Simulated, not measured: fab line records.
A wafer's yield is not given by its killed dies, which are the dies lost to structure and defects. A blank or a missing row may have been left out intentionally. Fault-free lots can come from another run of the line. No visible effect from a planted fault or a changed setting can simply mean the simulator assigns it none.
Chamber matching	flow n5_finfet	N5_SD_EPI_N_ETCH_34 on rie_diel-05: 4 sister chambers
The step etches SiARC in CF4, target depth 45.5 nm, time 75.8 s. 18 wafers are shown with their chamber, then 9 later ones without.

== EACH WAFER AND ITS CHAMBER ==
wafer	chamber	drypump_motor_current_A (A)	throttle_valve_pct (%)	showerhead_plenum_p_Torr (Torr)
L075.2	3	5.6	15.88	2.13
L075.4	2	5.1	15.56	2.25
L075.6	3	5.6	15.87	2.13
L082.3	3	5.6	15.90	2.12
L082.4	0	5.7	15.82	2.04
L082.6	1	6.1	15.19	2.11
L083.2	1	6.1	15.20	2.11
L083.4	2	5.1	15.59	2.24
L083.6	0	5.7	15.82	2.04
L088.2	0	5.7	15.84	2.04
L088.4	1	6.0	15.19	2.10
L088.5	2	5.1	15.58	2.24
L089.1	1	6.0	15.20	2.10
L089.5	1	6.1	15.22	2.10
L089.6	0	5.7	15.83	2.03
L090.3	2	5.1	15.61	2.24
L090.4	0	5.7	15.85	2.03
L090.6	1	6.1	15.21	2.10

SIGNATURES (means of the wafers above)
reading	chamber 0	chamber 1	chamber 2	chamber 3	scatter within a chamber
drypump_motor_current_A	5.700	6.067	5.100	5.600	0.0309
throttle_valve_pct	15.8320	15.2017	15.5850	15.8833	0.015
showerhead_plenum_p_Torr	2.0360	2.1033	2.2425	2.1267	0.00531
Rule: distance of a wafer from a chamber = root of the sum over the readings of ((wafer's reading minus chamber's mean) / reading's scatter) squared. The wafer belongs to the nearest chamber; if the next one is less than 2 further off, it can't be placed. The scatter is the square root of a quotient: the sum, over the shown wafers, of each reading's squared deviation from its chamber's mean, divided by wafers minus chambers.

== WAFERS WITH NO CHAMBER GIVEN ==
wafer	drypump_motor_current_A (A)	throttle_valve_pct (%)	showerhead_plenum_p_Torr (Torr)
L091.1	5.7	15.85	2.03
L091.5	5.1	15.61	2.24
L091.6	5.7	15.85	2.03
L092.1	6.1	15.24	2.10
L092.3	5.1	15.61	2.23
L092.4	6.1	15.23	2.10
L097.1	5.7	15.88	2.03
L097.5	5.7	15.88	2.03
L097.6	5.1	15.64	2.23

== WHICH CHAMBER EACH ONE RAN IN ==
wafer	from the rows above	in truth
L091.1	0	0
L091.5	2	2
L091.6	0	0
L092.1	1	1
L092.3	2	2
L092.4	1	1
L097.1	0	0
L097.5	0	0
L097.6	2	2
Placed correctly: 9 of 9. Left unplaced by these rows: 0. Placed wrongly: 0.
